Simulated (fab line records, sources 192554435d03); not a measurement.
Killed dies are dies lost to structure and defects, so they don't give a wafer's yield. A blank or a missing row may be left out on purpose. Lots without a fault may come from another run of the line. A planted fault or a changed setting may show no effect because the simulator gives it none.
Chamber matching | flow n5_finfet | N5_BEOL_M7_ALD_77 on ald_metal-01: 4 sister chambers
The step deposits TaN, target thk 2 nm, pulse time 2 s, purge time 3 s. 8 wafers are shown with their chamber, then 8 later ones without.

WAFERS WITH THEIR CHAMBER
wafer  | chamber | heater_power_w (W) | heater_power_outer_w (W)
L080.4 | 2       | 422                | 244
L081.4 | 3       | 402                | 214
L081.5 | 1       | 455                | 256
L081.6 | 2       | 423                | 250
L083.3 | 0       | 469                | 239
L083.4 | 3       | 403                | 214
L083.6 | 1       | 446                | 260
L089.1 | 0       | 473                | 237

WAFERS WITHOUT THEIR CHAMBER
wafer  | heater_power_w (W) | heater_power_outer_w (W)
L089.4 | 404                | 213
L089.6 | 410                | 216
L091.3 | 461                | 237
L091.4 | 403                | 212
L091.6 | 456                | 247
L097.2 | 444                | 242
L097.5 | 479                | 233
L097.6 | 405                | 216

WHICH CHAMBER EACH WENT THROUGH
wafer  | from the rows above          | in truth
L089.4 | 3                            | 3
L089.6 | 3                            | 3
L091.3 | 0                            | 0
L091.4 | 3                            | 3
L091.6 | can't be placed: 1 or 0      | 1
L097.2 | can't be placed: 1 or 2 or 0 | 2
L097.5 | 0                            | 0
L097.6 | 3                            | 3
Placed correctly: 6 of 8. Can't be placed from these rows: 2 (the true chamber is among the candidates in 2). Placed wrongly: 0.
How it was worked out, from the rows above alone: a wafer's distance from a chamber is the root of the sum, over the readings, of the square of ((its reading less the chamber's mean) divided by the reading's scatter). The wafer belongs to the nearest chamber; if the next one is less than 2 further off, it can't be placed. A chamber's mean is the mean of its shown wafers. The scatter: the root of (the sum of the squares of (reading less its chamber's mean) over the shown wafers, divided by (wafers less chambers)).
